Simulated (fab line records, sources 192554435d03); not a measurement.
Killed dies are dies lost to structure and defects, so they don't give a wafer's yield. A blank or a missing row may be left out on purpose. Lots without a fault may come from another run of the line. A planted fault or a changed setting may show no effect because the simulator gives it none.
Chamber matching | flow n5_finfet | N5_SDB_HM_DEP_00 on pecvd-02: 3 sister chambers
The step deposits SiNx from SiH4/NH3/N2, target thk 40 nm, time 35.3 s. 6 wafers are shown with their chamber, then 7 later ones without.

WAFERS WITH THEIR CHAMBER
wafer  | chamber | throttle_valve_pct (%) | showerhead_plenum_p_Torr (Torr)
L082.4 | 0       | 41.7                   | 5.03
L086.2 | 0       | 41.8                   | 5.04
L086.4 | 1       | 36.8                   | 5.07
L086.5 | 2       | 37.1                   | 5.13
L088.4 | 1       | 36.7                   | 5.10
L088.5 | 2       | 37.3                   | 5.12

WAFERS WITHOUT THEIR CHAMBER
wafer  | throttle_valve_pct (%) | showerhead_plenum_p_Torr (Torr)
L088.6 | 41.9                   | 5.04
L090.1 | 37.0                   | 5.09
L090.2 | 41.5                   | 5.03
L090.6 | 36.8                   | 5.08
L097.4 | 37.2                   | 5.09
L097.5 | 37.4                   | 5.13
L097.6 | 42.0                   | 5.01

WHICH CHAMBER EACH WENT THROUGH
wafer  | from the rows above     | in truth
L088.6 | 0                       | 0
L090.1 | can't be placed: 1 or 2 | 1
L090.2 | 0                       | 0
L090.6 | 1                       | 1
L097.4 | can't be placed: 2 or 1 | 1
L097.5 | 2                       | 2
L097.6 | 0                       | 0
Placed correctly: 5 of 7. Can't be placed from these rows: 2 (the true chamber is among the candidates in 2). Placed wrongly: 0.
How it was worked out, from the rows above alone: a wafer's distance from a chamber is the root of the sum, over the readings, of the square of ((its reading less the chamber's mean) divided by the reading's scatter). The wafer belongs to the nearest chamber; if the next one is less than 2 further off, it can't be placed. A chamber's mean is the mean of its shown wafers. The scatter: the root of (the sum of the squares of (reading less its chamber's mean) over the shown wafers, divided by (wafers less chambers)).
